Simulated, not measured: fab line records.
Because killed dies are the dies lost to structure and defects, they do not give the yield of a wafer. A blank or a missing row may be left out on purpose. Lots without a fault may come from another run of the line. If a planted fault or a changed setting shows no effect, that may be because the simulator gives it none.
Matching of chambers	flow n5 finfet	N5_HKMG_FIN_ALD_74 on ald hk-02: 4 sister chambers
The step deposits La2O3, target thk 0.5 nm, pulse time 6 s, co reactant pulse time 1 s. 18 wafers are shown with their chamber, then 9 later ones without.

WAFERS WITH THEIR CHAMBER
wafer	chamber	heater power w (W)	susceptor temp C (C)	precursor pulse height rel
L074.2	3	305	249.96	1.018
L074.3	1	330	249.86	0.986
L074.5	1	325	250.15	1.021
L081.2	0	331	249.98	0.994
L081.3	1	327	250.03	0.966
L081.6	0	332	249.92	1.012
L082.1	0	335	250.26	0.987
L082.3	1	319	250.12	1.009
L082.4	2	352	249.97	1.006
L083.2	3	299	249.83	1.015
L083.3	0	326	250.05	1.027
L083.4	2	335	250.14	0.992
L087.3	3	292	250.11	1.014
L087.4	0	325	249.88	1.017
L087.6	3	294	249.81	0.990
L088.1	1	327	250.01	1.036
L088.5	3	307	250.06	0.993
L088.6	0	327	250.02	1.005

SIGNATURES, as means of the wafers listed above
reading	chamber 0	chamber 1	chamber 2	chamber 3	scatter within a chamber
heater power w	329.33	325.60	343.50	299.40	5.75
susceptor temp C	250.0183	250.0340	250.0550	249.9540	0.127
precursor pulse height rel	1.00700	1.00360	0.99900	1.00600	0.0189
Rule: for a wafer and a chamber, the distance is found by dividing, reading by reading, the gap between the wafer's reading and the chamber's mean by the reading's scatter, squaring, summing and taking the root. The wafer belongs to the nearest chamber; if the next one is less than 2 further off, it can't be placed. The scatter: the root of (the sum of the squares of (reading less its chamber's mean) over the shown wafers, divided by (wafers less chambers)).

WAFERS MISSING THEIR CHAMBER
wafer	heater power w (W)	susceptor temp C (C)	precursor pulse height rel
L090.2	336	249.64	1.008
L090.5	324	249.66	1.021
L090.6	330	250.07	0.981
L092.1	332	250.17	1.015
L092.2	323	249.82	0.990
L092.3	350	250.11	1.002
L092.4	288	249.93	1.002
L092.5	300	249.88	1.017
L092.6	338	249.92	1.024

THE CHAMBER EACH PASSED THROUGH
wafer	from the rows above	in truth
L090.2	can't be placed: 0 or 2 or 1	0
L090.5	can't be placed: 0 or 1 or 2 or 3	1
L090.6	can't be placed: 0 or 1 or 2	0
L092.1	can't be placed: 0 or 1 or 2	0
L092.2	can't be placed: 1 or 0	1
L092.3	2	2
L092.4	3	3
L092.5	3	3
L092.6	can't be placed: 0 or 2 or 1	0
Correct placement for 3 of the 9. Unplaceable from these rows: 6, with the true chamber sitting among the candidates in 6. Number placed wrongly: 0.
